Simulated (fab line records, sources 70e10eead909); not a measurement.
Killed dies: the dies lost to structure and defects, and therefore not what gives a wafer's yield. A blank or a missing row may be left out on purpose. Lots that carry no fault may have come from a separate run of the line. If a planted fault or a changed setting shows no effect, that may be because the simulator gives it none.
A struck lot beside a sound one -- flow nandHarc -- 39 out of 1159 route steps
Sound: these wafers, L954.1, L954.3, L954.5. Struck: wafer L948.6 (left out: L948.3, L948.5 of the same lot, which were not struck); the cause appears at the end.
Each step with rows lists, per side, the tool, then ch with its chambers, then its first start. Under that, the readings that differ: sound wafers -- struck wafers -- difference of the means -- sigmas: that difference in standard deviations of wafers without a fault.
alike: words and numbers the same on both sides, and readings whose means are apart by under 2 such deviations; not compared: readings that were withheld, readings missing a value for some wafer, numbers with overlapping values and no deviation given by the record, and bounds like >300 which may hide the same value.
A row with sigmas, a row that says differs or no value, or rows on one side alone: a step with any of these is where the two part. Numbers that have no deviation but don't overlap get no sigmas and don't part them. A reading missing from all wafers of one side parts the sides only when that side holds two or more wafers.

first, 9 steps without rows for these wafers: NHARC_P_GATE_SOFTBAKE_21 (time 55 s); NHARC_P_GATE_EBR_22; NHARC_P_GATE_EXPOSE_23 (exposes mask P GATE, target cd 120 nm); NHARC_P_GATE_PEB_24 (peb time 65 s); NHARC_P_GATE_DEVELOP_25 (develop time 35 s); NHARC_P_GATE_DESCUM_31 (chemistry O2, time 3 s); NHARC_P_GATE_ETCH_104 (etches the open film in CF4/CHF3, target depth 60 nm); NHARC_P_GATE_HM_OPEN_105 (chemistry O2/COS, target depth 360 nm); NHARC_P_GATE_STRIP_106 (strips in O2/COS).
NHARC_P_GATE_ETCH_114: etches the open film in CF4/O2, target depth 30 nm, overetch 3 nm, time 16.5 s.
  sound on rieDiel-01 ch 0,1,2, day 9 13:00; struck on rieDiel-07 ch 0, day 8 00:00
  alike: biasW, drypumpMotorCurrentA, oesProductAu, rfFwdPowerW, rfVppV, showerheadPlenumPTorr, throttleValvePct
  not compared: rfHoursCounterH
then, 27 steps without rows for these wafers: NHARC_P_GATE_ETCH_32 (etches the open film in HBr/Cl2, target depth 150 nm, time 100.1 s); NHARC_P_GATE_STRIP_108 (strips in O2); NHARC_P_GATE_STRIP_35 (strips in SPM, time 600 s); NHARC_P_GATE_PRECLEAN_73 (cleans in SC1); NHARC_P_GATE_SRD_74; NHARC_P_GATE_ALD_36 (deposits SiNx, target thk 20 nm, pulse time 60 s, ald cycles 223); NHARC_P_GATE_ETCHBACK_37 (etches the open film in CHF3/O2, target depth 34.5 nm, time 17.2 s); NHARC_P_GATE_STRIP_101 (strips in O2, time 20 s); NHARC_P_GATE_PRECLEAN_97 (cleans in SPM, time 600 s); NHARC_P_GATE_SRD_98; NHARC_P_GATE_PRECLEAN_99 (cleans in SC1); NHARC_P_GATE_SRD_100; NHARC_P_GATE_DEHYDRATE_38 (time 120 s); NHARC_P_GATE_HMDS_39 (time 30 s); NHARC_P_GATE_COAT_40; NHARC_P_GATE_SOFTBAKE_41 (time 95 s); NHARC_P_GATE_EBR_42; NHARC_P_GATE_EXPOSE_43 (exposes mask P NSD, target cd 720 nm); NHARC_P_GATE_PEB_44 (peb time 85 s); NHARC_P_GATE_DEVELOP_45 (time 70 s); NHARC_P_GATE_HARDBAKE_47 (time 80 s); NHARC_P_GATE_DESCUM_48 (chemistry O2, time 3 s); NHARC_P_GATE_IMPLANT_49; NHARC_P_GATE_STRIP_111 (strips in N2/H2, time 250 s); NHARC_P_GATE_STRIP_75 (strips in O2); NHARC_P_GATE_STRIP_50 (strips in SPM, time 900 s); NHARC_P_GATE_DEHYDRATE_51 (time 120 s).
NHARC_P_GATE_INSPECT_68:
  struck on defectInspect-02, day 8 18:44; sound on defectInspect-01, day 10 08:09
reading,sound,struck,difference,sigmas
rawDefectCount,134 187 185,752,+583,+8
-- break in the record here, with 13 days between the starts of the struck wafers on either side (left off in module P_GATE, picked up again in module END, where the first step shown is number 1159 on the route) --
NHARC_END_SORT_01:
  here the record holds rows for the struck wafers (prober-01 ch 0, day 22 05:43) but none for the sound ones

== WHERE THEY PART ==
At NHARC_P_GATE_INSPECT_68 first; at NHARC_END_SORT_01 last (within this record only).

WHY: the cause the simulator had injected
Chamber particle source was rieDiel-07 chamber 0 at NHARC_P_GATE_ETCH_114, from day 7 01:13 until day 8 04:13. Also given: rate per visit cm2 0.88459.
